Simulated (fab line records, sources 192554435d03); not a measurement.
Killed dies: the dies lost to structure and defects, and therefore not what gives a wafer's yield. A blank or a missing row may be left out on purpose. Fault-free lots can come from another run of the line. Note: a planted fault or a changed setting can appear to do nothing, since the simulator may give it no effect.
Matching of chambers | flow n5_finfet | rie_diel-02 running N5_BEOL_M6_STRIP_67: 4 sister chambers
The step strips in CF4. 8 wafers are shown with their chamber, then 7 later ones without.

EACH WAFER AND ITS CHAMBER
wafer  | chamber | showerhead_plenum_p_Torr (Torr) | drypump_motor_current_A (A)
L887.5 | 2       | 1.77                            | 5.8
L895.1 | 2       | 1.77                            | 5.8
L895.6 | 3       | 1.73                            | 6.0
L899.1 | 1       | 1.84                            | 5.4
L899.5 | 3       | 1.73                            | 6.0
L899.6 | 0       | 1.63                            | 6.3
L900.1 | 0       | 1.63                            | 6.4
L900.2 | 1       | 1.83                            | 5.4

WAFERS WITH NO CHAMBER GIVEN
wafer  | showerhead_plenum_p_Torr (Torr) | drypump_motor_current_A (A)
L900.4 | 1.76                            | 5.8
L901.2 | 1.73                            | 5.9
L901.3 | 1.83                            | 5.4
L901.5 | 1.73                            | 5.9
L902.1 | 1.73                            | 6.0
L902.3 | 1.63                            | 6.3
L902.5 | 1.83                            | 5.4

WHICH CHAMBER EACH WENT THROUGH
wafer  | from the rows above | in truth
L900.4 | 2                   | 2
L901.2 | 3                   | 3
L901.3 | 1                   | 1
L901.5 | 3                   | 3
L902.1 | 3                   | 3
L902.3 | 0                   | 0
L902.5 | 1                   | 1
Placed correctly: 7 of 7. Number that these rows cannot place: 0. Number placed wrongly: 0.
How it was worked out, from the rows above alone: a wafer's distance from a chamber is the root of the sum, over the readings, of the square of ((its reading less the chamber's mean) divided by the reading's scatter). If the next closest chamber is less than 2 further off than the closest, the wafer can't be placed; otherwise it belongs to the closest. The mean given for a chamber averages the wafers shown for that chamber. The scatter: the root of (the sum of the squares of (reading less its chamber's mean) over the shown wafers, divided by (wafers less chambers)).
